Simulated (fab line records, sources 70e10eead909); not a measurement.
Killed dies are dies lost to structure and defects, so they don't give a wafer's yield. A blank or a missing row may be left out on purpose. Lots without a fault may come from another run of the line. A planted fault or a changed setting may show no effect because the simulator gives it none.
fab line records | flow nand_harc
record lots=6 wafers=16 last_day=23
route steps=1159 shown A_SLIT@802 A_SIN_REMOVE@804 A_WL_FILL@809 END@1159
lots that met no fault: from a run of the same line without faults
start_h: hours from the record's first day to the start of the lot's first wafer shown | wait_h: hours since the lot's step before | " the same as in the row above | L1.1+2: a row that stands for several wafers | - no value, or no start given | * or withheld: withheld | < > ~ a bound
route shown NAME@n: a module of which the file shows steps, and the number in the route of the first | usual: mean/standard deviation of fault-free wafers | same: alike in all rows | chamber/n: place in a boat | sites: the reading at each site | _std_site: their standard deviation | _edge_site: outer sites' mean less inner sites' | radius_mm: how far each site lies from the wafer's centre | mask NAME#n: copy n | behind: the tool/chamber that last shaped the wafer | hold: why the lot was held/for how many hours/how that ended | device: the transistor (n, p or np) that didn't switch | end of line: the same wafers' tests at the end of the route | a step without rows: its recipe alone | killed: dies lost to structure and defects at the first sort, not the wafer's yield | map: a wafer's dies, x killed, . not, _ none there
set.NAME: the setting as run; set.NAME@STEP: as run at that earlier step | model.NAME: the simulator's own value behind a step, which no gauge read
lots at some steps of the route; a table a step, a row a wafer
services: from which hour (start_h, from the record's first day; less than 0 if before it) a tool's chamber was out of use, for how many hours, and why
## steps
# step NHARC_A_SLIT_SRD_20
# step NHARC_A_SLIT_CD_MEAS_21
# usual cd_nm=289.5/0.72
# columns lot.wafer tool chamber start_h wait_h cd_nm
L187.3 cd_sem-02 - 328.83 - 289.1
L187.4 " - " " 289.9
L187.6 " - " " 289.9
L186.2 cd_sem-03 - 334.94 - 289.4
L186.3 " - " " 288.9
L186.5 " - " " 290.3
L198.5 cd_sem-03 - 395.48 - 289.4
L198.6 " - " " 290.0
L201.2 cd_sem-01 - 423.27 - 290.8
L201.6 " - " " 290.7
L204.2 cd_sem-01 - 434.03 - 289.8
L204.3 " - " " 289.2
L204.6 " - " " 288.9
L208.2 cd_sem-03 - 446.88 - 288.7
L208.5 " - " " 288.4
L208.6 " - " " 288.7
# step NHARC_A_SIN_REMOVE_WET_00
# recipe temp_c=160 time_s=15300 chemistry=H3PO4
# step NHARC_A_SIN_REMOVE_PRECLEAN_01
# recipe time_s=* temp_c=50 bath_age_min=0 chemistry=SC1
# step NHARC_A_SIN_REMOVE_SRD_02
# step NHARC_A_SIN_REMOVE_INSPECT_04
# usual raw_defect_count=312/72
# columns lot.wafer tool chamber start_h wait_h raw_defect_count
L187.3 defect_inspect-02 - 335.36 0.0 241
L187.4 " - " " 289
L187.6 " - " " 260
L186.2 defect_inspect-01 - 340.42 0.0 234
L186.3 " - " " 294
L186.5 " - " " 241
L198.5 defect_inspect-02 - 402.52 0.1 495
L198.6 " - " " 401
L201.2 defect_inspect-02 - 430.20 0.0 232
L201.6 " - " " 351
L204.2 defect_inspect-02 - 441.63 0.0 178
L204.3 " - " " 259
L204.6 " - " " 375
L208.2 defect_inspect-01 - 454.01 0.0 213
L208.5 " - " " 232
L208.6 " - " " 216
# step NHARC_A_WL_FILL_ALD_00
# recipe target_thk_a=30 pulse_time_s=3 ald_cycles=30 temp_c=300 material=Al2O3
# usual heater_power_w=471/45 precursor_pulse_height_rel=1.001/0.018
# columns lot.wafer tool chamber start_h wait_h heater_power_w precursor_pulse_height_rel
L187.4 ald_hk-02 3 335.57 0.2 412 0.996
L187.3 " 2 " " 476 1.025
L187.6 " 3 " " 410 0.983
L186.2 ald_hk-04 1 340.61 0.2 421 1.021
L186.3 " 2 " " 504 0.987
L186.5 " 2 " " 505 0.958
L198.5 ald_hk-01 1 402.70 0.2 546 1.012
L198.6 " 2 " " 436 1.002
L201.2 ald_hk-04 1 430.30 0.1 425 1.024
L201.6 " 0 " " 495 1.016
L204.2 ald_hk-01 2 443.22 1.6 448 0.961
L204.3 " 0 " " 456 1.011
L204.6 " 1 " " 513 1.007
L208.2 ald_hk-01 0 454.22 0.2 430 1.017
L208.5 " 2 " " 438 0.996
L208.6 " 3 " " 504 1.015
# step NHARC_A_WL_FILL_RTA_01
# recipe temp_c=1000 time_s=5
# usual lamp_power_pct=29/3.3 wafer_temp_C_max=1004.9/1.4
# columns lot.wafer tool chamber start_h wait_h lamp_power_pct wafer_temp_C_max
L187.3 rtp_anneal-02 0 335.91 - 33 1005.7
L187.4 " 0 " " 33 1003.8
L187.6 " 0 " " 33 1004.1
L186.2 rtp_anneal-01 0 341.01 - 26 1005.7
L186.3 " 0 " " 26 1005.6
L186.5 " 0 " " 26 1006.7
L198.5 rtp_anneal-02 0 403.13 - 33 1002.5
L198.6 " 0 " " 33 1002.9
L201.2 rtp_anneal-02 0 430.57 - 33 1003.1
L201.6 " 0 " " 33 1004.7
L204.2 rtp_anneal-02 0 443.50 - 33 1004.2
L204.3 " 0 " " 33 1003.2
L204.6 " 0 " " 33 1002.4
L208.2 rtp_anneal-01 0 454.46 - 26 1005.0
L208.5 " 0 " " 26 1005.9
L208.6 " 0 " " 26 1005.9
# step NHARC_A_WL_FILL_ALD_02
# recipe target_thk_a=20 pulse_time_s=3 ald_cycles=100 temp_c=450 material=TiN
# usual heater_power_w=1031/99 precursor_pulse_height_rel=1.003/0.022
# columns lot.wafer tool chamber start_h wait_h heater_power_w precursor_pulse_height_rel
L187.4 ald_metal-01 2 336.11 0.1 1098 0.956
L187.3 " 0 " " 924 1.017
L187.6 " 1 " " 1122 0.970
L186.2 ald_metal-02 2 341.27 0.2 1240 1.018
L186.3 " 0 " " 940 1.016
L186.5 " 1 " " 968 1.010
L198.5 ald_metal-03 3 403.39 0.2 971 1.004
L198.6 " 0 " " 1140 1.014
L201.2 ald_metal-01 1 430.75 0.2 1154 1.021
L201.6 " 1 " " 1142 1.012
L204.3 ald_metal-03 0 443.76 0.2 1168 1.051
L204.2 " 1 " " 983 0.972
L204.6 " 3 " " 972 0.984
L208.2 ald_metal-03 1 454.72 0.2 978 1.050
L208.6 " 3 " " 971 1.007
L208.5 " 0 " " 1145 1.005
# step NHARC_A_WL_FILL_CVD_03
# recipe target_thk_a=400 temp_c=300 pressure_torr=40 wf6_flow_sccm=40 h2_flow_sccm=1600 ar_flow_sccm=1560 time_s=3302 material=W
# usual heater_power_w=472/76 throttle_valve_pct=7.8/0.35
# columns lot.wafer tool chamber start_h wait_h heater_power_w throttle_valve_pct
L187.4 cvd_w-02 0 340.09 3.6 556 7.6
L187.3 " 1 " " 377 8.0
L187.6 " 0 " " 558 7.7
L186.2 cvd_w-01 1 350.51 8.9 509 8.2
L186.3 " 0 " " 479 7.9
L186.5 " 0 " " 462 7.8
L198.6 cvd_w-01 1 405.80 2.2 516 8.1
L198.5 " 0 " " 466 7.7
L201.2 cvd_w-01 1 431.19 0.1 519 8.0
L201.6 " 1 433.08 1.9 509 8.1
L204.2 cvd_w-02 1 444.59 0.5 367 8.2
L204.3 " 0 " " 560 7.1
L204.6 " 1 446.48 2.4 360 8.0
L208.2 cvd_w-02 1 456.15 1.1 356 8.2
L208.6 " 0 457.56 2.5 571 7.4
L208.5 " 1 " " 363 8.0
# step NHARC_A_WL_FILL_ETCHBACK_04
# recipe target_depth_a=600 time_s=120 chemistry=NF3
# usual chamber_pressure_mTorr=300.00/0.27 drypump_motor_current_A=6.1/0.56 oes_product_au=0.998/0.0075 run_length_s=141.0/0.48
# columns lot.wafer tool chamber start_h wait_h chamber_pressure_mTorr drypump_motor_current_A oes_product_au rf_hours_counter_h run_length_s
L187.4 rie_metal-01 1 342.54 2.0 300.42 6.8 0.999 - 141.6
L187.3 " 0 " " 300.01 5.2 0.995 - 141.5
L187.6 " 1 " " 300.50 6.8 1.004 - 141.2
L186.2 rie_metal-03 0 353.36 2.4 299.76 6.1 0.998 1.7 140.1
L186.3 " 0 " " 300.38 6.1 1.011 - 140.6
L186.5 " 1 " " 300.00 6.7 0.992 - 141.3
L198.6 rie_metal-03 1 407.38 1.1 300.45 6.7 0.994 - 90.6
L198.5 " 0 " " 300.24 6.1 1.002 - 89.7
L201.2 rie_metal-03 1 434.51 2.8 299.76 6.7 0.998 3.7 141.6
L201.6 " 0 " " 299.74 6.1 0.999 - 90.0
L204.2 rie_metal-01 1 447.46 2.4 300.36 6.8 0.998 3.7 141.4
L204.3 " 1 " " 300.40 6.8 1.005 - 141.4
L204.6 " 0 " " 299.97 5.2 1.006 - 141.6
L208.2 rie_metal-01 1 458.98 2.4 300.02 6.8 1.005 3.9 141.6
L208.5 " 1 " " 299.95 6.8 0.999 - 141.8
L208.6 " 0 " " 300.03 5.2 1.003 - 141.4
# step NHARC_A_WL_FILL_ETCHBACK_05
# recipe target_depth_a=220 time_s=60 temp_c=40 chemistry=Cl2/BCl3
# usual chamber_pressure_mTorr=9.998/0.0089 drypump_motor_current_A=6.1/0.55 oes_product_au=0.999/0.009 run_length_s=81.1/0.51
# columns lot.wafer tool chamber start_h wait_h chamber_pressure_mTorr drypump_motor_current_A oes_product_au rf_hours_counter_h run_length_s
L187.3 rie_metal-01 1 342.74 0.1 9.989 6.8 1.001 - 81.5
L187.4 " 0 " " 9.999 5.3 1.004 - 81.5
L187.6 " 1 " " 10.011 6.8 1.007 - 81.3
L186.2 rie_metal-03 1 353.61 0.2 9.992 6.8 0.994 1.8 81.5
L186.3 " 0 " " 10.014 6.1 1.011 - 80.3
L186.5 " 1 " " 10.011 6.7 0.996 - 81.3
L198.6 rie_metal-03 0 407.53 0.1 10.007 6.1 1.001 - 80.3
L198.5 " 1 " " 9.994 6.7 0.999 - 81.1
L201.2 rie_metal-03 0 434.75 0.2 9.999 6.1 1.007 4.8 80.2
L201.6 " 0 " " 10.021 6.0 1.000 - 80.6
L204.2 rie_metal-01 1 447.67 0.2 9.980 6.8 0.999 3.8 81.3
L204.3 " 1 " " 9.975 6.8 1.004 - 81.4
L204.6 " 1 " " 10.007 6.8 1.008 - 81.4
L208.2 rie_metal-01 0 459.23 0.2 10.007 5.3 0.993 3.0 81.9
L208.5 " 1 " " 9.999 6.8 1.008 - 81.3
L208.6 " 0 " " 10.003 5.3 1.005 - 81.9
# step NHARC_END_SORT_01
# recipe temp_c=25
# usual killed_at_array=26/9.6 killed_at_other=0.7/0.92 killed_at_periphery=3.8/2.7 killed_dies=31/10 killed_open=3.3/1.7 killed_short=1.8/1.3
# same gross_dies=677
# columns lot.wafer tool chamber start_h wait_h killed_at_array killed_at_other killed_at_periphery killed_dies killed_open killed_short
L198.5 prober-02 0 509.00 3.7 675 0 2 677 4 1
L198.6 prober-02 0 509.81 4.1 676 0 1 677 1 3
L201.6 prober-01 0 538.48 4.0 673 1 3 677 4 1
# killed by level:class
L198.5 A_WL_FILL:area_etchback=644 A_SLIT:chamber_film_flake=10 A_STAIRCASE:chamber_film_flake=7 A_CHANNEL_FILL_D1:chamber_film_flake=4 A_CHANNEL_HOLE_D1:chamber_film_flake=3 P_CONTACT:geometric_particle:open=1 A_SOURCE_PLATE:geometric_particle:short=1 A_ONON_D1:geometric_particle:open=1
L198.6 A_WL_FILL:area_etchback=649 A_SLIT:chamber_film_flake=12 A_STAIRCASE:chamber_film_flake=8 A_WL_FILL:geometric_particle:short=2 P_CONTACT:geometric_particle:open=1 A_CONTACT:geometric_particle:short=1 A_ZERO_WELL:chamber_film_flake=1 A_CHANNEL_HOLE_D1:chamber_film_flake=1
L201.6 A_WL_FILL:area_etchback=637 A_CHANNEL_HOLE_D1:chamber_film_flake=15 A_SLIT:chamber_film_flake=11 A_STAIRCASE:chamber_film_flake=3 A_CONTACT:geometric_particle:open=2 A_CONTACT:chamber_film_flake=2 P_M1:geometric_particle:open=1 A_WL_FILL:geometric_particle:short=1
# map L198.5 (x killed, . not)
____________x____________
_________xxxxxxx_________
_______xxxxxxxxxxx_______
______xxxxxxxxxxxxx______
_____xxxxxxxxxxxxxxx_____
____xxxxxxxxxxxxxxxxx____
____xxxxxxxxxxxxxxxxx____
___xxxxxxxxxxxxxxxxxxx___
___xxxxxxxxxxxxxxxxxxx___
__xxxxxxxxxxxxxxxxxxxxx__
__xxxxxxxxxxxxxxxxxxxxx__
_xxxxxxxxxxxxxxxxxxxxxxx_
_xxxxxxxxxxxxxxxxxxxxxxx_
_xxxxxxxxxxxxxxxxxxxxxxx_
_xxxxxxxxxxxxxxxxxxxxxxx_
_xxxxxxxxxxxxxxxxxxxxxxx_
xxxxxxxxxxxxxxxxxxxxxxxxx
xxxxxxxxxxxxxxxxxxxxxxxxx
xxxxxxxxxxxxxxxxxxxxxxxxx
xxxxxxxxxxxxxxxxxxxxxxxxx
xxxxxxxxxxxxxxxxxxxxxxxxx
_xxxxxxxxxxxxxxxxxxxxxxx_
_xxxxxxxxxxxxxxxxxxxxxxx_
_xxxxxxxxxxxxxxxxxxxxxxx_
_xxxxxxxxxxxxxxxxxxxxxxx_
_xxxxxxxxxxxxxxxxxxxxxxx_
__xxxxxxxxxxxxxxxxxxxxx__
__xxxxxxxxxxxxxxxxxxxxx__
___xxxxxxxxxxxxxxxxxxx___
___xxxxxxxxxxxxxxxxxxx___
____xxxxxxxxxxxxxxxxx____
____xxxxxxxxxxxxxxxxx____
_____xxxxxxxxxxxxxxx_____
______xxxxxxxxxxxxx______
_______xxxxxxxxxxx_______
_________xxxxxxx_________
____________x____________
# map L201.6 (x killed, . not)
____________x____________
_________xxxxxxx_________
_______xxxxxxxxxxx_______
______xxxxxxxxxxxxx______
_____xxxxxxxxxxxxxxx_____
____xxxxxxxxxxxxxxxxx____
____xxxxxxxxxxxxxxxxx____
___xxxxxxxxxxxxxxxxxxx___
___xxxxxxxxxxxxxxxxxxx___
__xxxxxxxxxxxxxxxxxxxxx__
__xxxxxxxxxxxxxxxxxxxxx__
_xxxxxxxxxxxxxxxxxxxxxxx_
_xxxxxxxxxxxxxxxxxxxxxxx_
_xxxxxxxxxxxxxxxxxxxxxxx_
_xxxxxxxxxxxxxxxxxxxxxxx_
_xxxxxxxxxxxxxxxxxxxxxxx_
xxxxxxxxxxxxxxxxxxxxxxxxx
xxxxxxxxxxxxxxxxxxxxxxxxx
xxxxxxxxxxxxxxxxxxxxxxxxx
xxxxxxxxxxxxxxxxxxxxxxxxx
xxxxxxxxxxxxxxxxxxxxxxxxx
_xxxxxxxxxxxxxxxxxxxxxxx_
_xxxxxxxxxxxxxxxxxxxxxxx_
_xxxxxxxxxxxxxxxxxxxxxxx_
_xxxxxxxxxxxxxxxxxxxxxxx_
_xxxxxxxxxxxxxxxxxxxxxxx_
__xxxxxxxxxxxxxxxxxxxxx__
__xxxxxxxxxxxxxxxxxxxxx__
___xxxxxxxxxxxxxxxxxxx___
___xxxxxxxxxxxxxxxxxxx___
____xxxxxxxxxxxxxxxxx____
____xxxxxxxxxxxxxxxxx____
_____xxxxxxxxxxxxxxx_____
______xxxxxxxxxxxxx______
_______xxxxxxxxxxx_______
_________xxxxxxx_________
____________x____________
## services
# columns tool chamber start_h hours kind
ald_metal-03 - 322.18 10.0 pm
rie_metal-01 - 332.00 9.0 pm
rie_metal-01 0 332.00 9.0 vent_cycle
rie_metal-01 1 332.00 9.0 vent_cycle
rie_metal-01 0 341.00 - clean
rie_metal-01 1 341.00 - clean
ald_metal-02 - 364.00 10.0 pm
cvd_w-02 - 376.08 13.0 pm
cvd_w-02 0 376.08 13.0 vent_cycle
cvd_w-02 1 376.08 13.0 vent_cycle
ald_metal-03 3 385.64 1.7 repair
rie_metal-03 1 386.02 10.0 repair
cvd_w-02 0 389.08 - clean
cvd_w-02 1 389.08 - clean
rie_metal-01 0 390.16 14.6 repair
ald_hk-01 - 409.67 10.0 pm
ald_hk-02 - 411.39 0.8 repair
ald_metal-03 0 422.47 16.3 repair
ald_metal-03 - 438.57 2.9 repair
ald_hk-01 - 444.88 4.1 repair
rie_metal-03 - 453.00 9.0 pm
rie_metal-03 0 453.00 9.0 vent_cycle
rie_metal-03 1 453.00 9.0 vent_cycle
ald_metal-01 - 458.00 10.0 pm
## key
first_sign step=NHARC_A_WL_FILL_ETCHBACK_04 reading=run_length_s direction=down sigmas=99+ usual=* struck=*
effect step=NHARC_END_SORT_01 reading=killed_at_array direction=up sigmas=68 usual=26 struck=675
more_kills_born_at NHARC_A_WL_FILL_ETCHBACK_04@rie_metal-03=1930
met_at NHARC_A_WL_FILL_ETCHBACK_04
struck_wafers L198.5,L198.6,L201.6
later_rows_left_out L198.5,L198.6,L201.6
tester_left_out L198,L201
onset_between 353.36 407.38
fault kind=process_parameter_drift tool=rie_metal-03 chamber=- onset_h=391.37 steps=NHARC_A_WL_FILL_ETCHBACK_04 channel=time_s offset=* shape=step end_h=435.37 scope=struck_wafers_only acts_in=* stated=*
# tester_left_out: of these lots the tester's yield and bins aren't shown, on N5 and GAA mostly nor the transistor test; their killed dies are dies lost to structure and defects alone, not to doping, threshold or leakage, so they don't give the yield
# later_rows_left_out: the simulator's readings of these wafers behind a module that went badly wrong aren't trusted and aren't shown, but for the sort
